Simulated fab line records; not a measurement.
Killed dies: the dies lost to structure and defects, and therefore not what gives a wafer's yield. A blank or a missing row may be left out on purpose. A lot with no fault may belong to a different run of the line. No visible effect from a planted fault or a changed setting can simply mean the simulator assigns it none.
Chamber matching | flow n5 finfet | N5_BEOL_M11_DEP_56 on pecvd-04 has 3 sister chambers
The step deposits SiCN from 3MS/NH3, target thk 30 nm, time 10.5 s. 6 wafers are shown with their chamber, then 8 later ones without.

WAFERS PAIRED WITH THEIR CHAMBERS
wafer  | chamber | showerhead plenum p Torr (Torr) | throttle valve pct (%)
L080.1 | 0       | 4.217                           | 19.0
L080.6 | 2       | 4.195                           | 18.0
L087.3 | 1       | 4.123                           | 19.9
L087.5 | 1       | 4.125                           | 20.5
L087.6 | 0       | 4.208                           | 19.0
L090.2 | 2       | 4.186                           | 18.3

WAFERS WITHOUT THEIR CHAMBER
wafer  | showerhead plenum p Torr (Torr) | throttle valve pct (%)
L090.3 | 4.120                           | 20.1
L090.4 | 4.213                           | 18.6
L095.2 | 4.124                           | 20.0
L095.3 | 4.206                           | 18.8
L095.5 | 4.114                           | 20.0
L096.1 | 4.189                           | 18.1
L096.3 | 4.219                           | 18.7
L096.5 | 4.193                           | 18.3

CHAMBER TAKEN BY EACH
wafer  | from the rows above | in truth
L090.3 | 1                   | 1
L090.4 | 0                   | 0
L095.2 | 1                   | 1
L095.3 | 0                   | 0
L095.5 | 1                   | 1
L096.1 | 2                   | 2
L096.3 | 0                   | 0
L096.5 | 2                   | 2
Correctly placed: 8 of 8. Can't be placed from these rows: 0. Wrongly placed: 0.
How it was worked out, from the rows above alone: a wafer's distance from a chamber is the root of the sum, over the readings, of the square of ((its reading less the chamber's mean) divided by the reading's scatter). The wafer belongs to the nearest chamber; if the next one is less than 2 further off, it can't be placed. Each chamber's mean is taken over the wafers shown for it. The scatter: the root of (the sum of the squares of (reading less its chamber's mean) over the shown wafers, divided by (wafers less chambers)).
